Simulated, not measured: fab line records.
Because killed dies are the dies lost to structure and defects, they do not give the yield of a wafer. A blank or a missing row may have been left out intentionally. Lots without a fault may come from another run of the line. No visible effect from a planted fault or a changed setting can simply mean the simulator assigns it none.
Which tool was responsible? / flow nand harc / 12 lots with 36 wafers sampled at 2 steps, on a route of 1302 steps

== WHAT THE GAUGES READ, wafer by wafer ==
NHARC_A_CHANNEL_HOLE_D2_INSPECT_40.
lot=L075; measured=day 13 15:36; on=defect inspect-01; raw defect count=244 327 350
lot=L078; measured=day 15 05:25; on=defect inspect-02; raw defect count=370 265 235
lot=L079; measured=day 15 09:34; on=defect inspect-01; raw defect count=189 215 182
lot=L081; measured=day 16 05:57; on=defect inspect-01; raw defect count=209 229 279
lot=L082; measured=day 17 02:13; on=defect inspect-02; raw defect count=305 335 237
lot=L085; measured=day 18 00:16; on=defect inspect-02; raw defect count=341 553 297
lot=L088; measured=day 19 05:50; on=defect inspect-02; raw defect count=364 307 374
lot=L087; measured=day 19 10:00; on=defect inspect-02; raw defect count=296 263 370
lot=L091; measured=day 20 15:31; on=defect inspect-01; raw defect count=324 333 213
lot=L093; measured=day 21 08:47; on=defect inspect-01; raw defect count=238 142 256
lot=L096; measured=day 22 07:46; on=defect inspect-02; raw defect count=278 172 376
lot=L097; measured=day 23 14:29; on=defect inspect-01; raw defect count=232 212 195

== WHICH TOOL RAN EACH LOT (tool, then ch and the chambers of the sampled wafers, then the start) ==
lot=L075; NHARC_A_CHANNEL_HOLE_D2_ETCH_26=har etch-02 ch 0,1, day 13 13:34
lot=L078; NHARC_A_CHANNEL_HOLE_D2_ETCH_26=har etch-02 ch 0,1, day 15 03:33
lot=L079; NHARC_A_CHANNEL_HOLE_D2_ETCH_26=har etch-02 ch 0,1, day 15 07:43
lot=L081; NHARC_A_CHANNEL_HOLE_D2_ETCH_26=har etch-01 ch 0,1, day 16 04:04
lot=L082; NHARC_A_CHANNEL_HOLE_D2_ETCH_26=har etch-01 ch 0,1, day 17 00:21
lot=L085; NHARC_A_CHANNEL_HOLE_D2_ETCH_26=har etch-01 ch 0,1, day 17 22:20
lot=L088; NHARC_A_CHANNEL_HOLE_D2_ETCH_26=har etch-01 ch 1, day 19 03:57
lot=L087; NHARC_A_CHANNEL_HOLE_D2_ETCH_26=har etch-01 ch 0,1, day 19 08:04
lot=L091; NHARC_A_CHANNEL_HOLE_D2_ETCH_26=har etch-02 ch 0, day 20 13:36
lot=L093; NHARC_A_CHANNEL_HOLE_D2_ETCH_26=har etch-02 ch 0,1, day 21 06:52
lot=L096; NHARC_A_CHANNEL_HOLE_D2_ETCH_26=har etch-02 ch 0,1, day 22 05:54
lot=L097; NHARC_A_CHANNEL_HOLE_D2_ETCH_26=har etch-02 ch 0,1, day 23 12:35
- NHARC_A_CHANNEL_HOLE_D2_ETCH_26: etches the open film in C4F8/O2/Ar, time 224.1 s, target depth 300 nm.

== THE ANSWER, worked out from the rows above alone ==
Rule: usual is defined by the lots themselves. Put in order of their means at a reading, lots are off if they are a third of the lots or fewer, leave a main group of 4 or more, and stand apart from it by a gap of 3 or more times the standard deviation of the main group's means; of several such gaps the widest counts. A main group is skipped when, at the precision printed for the reading in the tables above, its means are all equal. Also off: a lot with no number at a reading for which 4 or more lots have one. Any other lot the step has rows for is counted as sound.
Across all readings shown, no lot is off: no conclusion can be drawn from this.

== WHAT HAD BEEN PUT IN BY THE SIMULATOR ==
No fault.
